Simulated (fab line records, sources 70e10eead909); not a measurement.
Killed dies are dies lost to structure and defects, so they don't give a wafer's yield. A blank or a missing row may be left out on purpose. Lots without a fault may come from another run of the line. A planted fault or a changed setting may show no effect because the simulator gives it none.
A struck lot beside a sound one | flow nand_harc | 15 steps out of a route of 1302
Sound: wafers L167.1, L167.3, L167.5. Struck: wafer L157.1. (L157.2, L157.3 of the same lot were not struck and are left out.) The cause comes at the end.
At each step with rows: each side's tool, then ch and its chambers, then its first start. Under that, the readings that differ: sound wafers | struck wafers | difference of the means | sigmas: that difference in standard deviations of wafers without a fault.
alike: readings whose means differ by less than 2 such deviations, and words and numbers that are the same on both sides. not compared: withheld readings, readings that some wafer has no value for, bounds like >300 that may hide the same value, and numbers for which the record gives no deviation and whose values overlap.
The two part at a step that has a row with sigmas, a row that says differs or no value, or rows on one side only. Numbers that don't overlap but have no deviation are shown without sigmas and don't part them. A reading that every wafer of one side lacks parts them only if that side has two wafers or more.

first, 8 steps without rows for these wafers: NHARC_A_CHANNEL_HOLE_D1_COAT_36 (time 75 s); NHARC_A_CHANNEL_HOLE_D1_COAT_37 (time 65 s); NHARC_A_CHANNEL_HOLE_D1_COAT_04 (resist thk 90 nm); NHARC_A_CHANNEL_HOLE_D1_SOFTBAKE_05 (time 55 s); NHARC_A_CHANNEL_HOLE_D1_EBR_06; NHARC_A_CHANNEL_HOLE_D1_EXPOSE_07 (exposes mask HOLE D1, target cd 100 nm); NHARC_A_CHANNEL_HOLE_D1_PEB_08 (peb time 65 s); NHARC_A_CHANNEL_HOLE_D1_DEVELOP_09 (develop time 35 s).
NHARC_A_CHANNEL_HOLE_D1_CD_MEAS_10: target cd 100 nm.
  sound on cd_sem-02 ch 0, day 15 12:44; struck on cd_sem-01 ch 0, day 11 12:31
  alike: cd_nm
NHARC_A_CHANNEL_HOLE_D1_OVL_MEAS_11:
  sound on overlay-02, day 15 12:49; struck on overlay-02, day 11 12:37
  reading           | sound          | struck | difference | sigmas
  overlay_x_nm (nm) | -1.2 -0.6 -1.1 | 1.1    | +2.1       | +2
  alike: overlay_y_nm
NHARC_A_CHANNEL_HOLE_D1_INSPECT_12:
  sound on defect_inspect-02, day 15 12:51; struck on defect_inspect-01, day 11 12:39
  alike: raw_defect_count
NHARC_A_CHANNEL_HOLE_D1_DESCUM_15: chemistry O2, time 3 s.
  sound on rie_diel-03 ch 1,2, day 15 12:55; struck on rie_diel-09 ch 2, day 11 12:43
  alike: drypump_motor_current_A, oes_product_au, rf_vpp_V, showerhead_plenum_p_Torr, throttle_valve_pct
  not compared: rf_hours_counter_h
NHARC_A_CHANNEL_HOLE_D1_ETCH_38: etches the open film in CF4, target depth 39 nm, time 65 s.
  sound on rie_diel-03 ch 0,2,3, day 15 13:02; struck on rie_diel-09 ch 3, day 11 12:48
  reading                     | sound                | struck | difference | sigmas
  drypump_motor_current_A (A) | 5.2 4.8 5.6          | 6.6    | +1.4       | +3
  run_length_s (s)            | 87.1 86.5 86.2       | 72.3   | -14.3      | -29
  throttle_valve_pct (%)      | 13.278 13.291 13.273 | 13.297 | +0.016     | +2
  alike: oes_product_au, rf_vpp_V, showerhead_plenum_p_Torr
  not compared: rf_hours_counter_h
NHARC_A_CHANNEL_HOLE_D1_ETCH_39: etches the open film in N2/H2, target depth 260 nm, time 325 s.
  sound on rie_diel-03 ch 1,2,3; struck on rie_diel-09 ch 0
  reading               | sound             | struck | difference | sigmas
  oes_product_au (a.u.) | 1.008 1.011 0.998 | 0.982  | -0.024     | -2
  alike: drypump_motor_current_A, rf_vpp_V, run_length_s, showerhead_plenum_p_Torr, throttle_valve_pct
  not compared: rf_hours_counter_h
then, 1 step without rows for these wafers: NHARC_END_SORT_01.

WHERE THEY PART
First at NHARC_A_CHANNEL_HOLE_D1_OVL_MEAS_11; last, within this record, at NHARC_A_CHANNEL_HOLE_D1_ETCH_39.

WHY: what the simulator had put in
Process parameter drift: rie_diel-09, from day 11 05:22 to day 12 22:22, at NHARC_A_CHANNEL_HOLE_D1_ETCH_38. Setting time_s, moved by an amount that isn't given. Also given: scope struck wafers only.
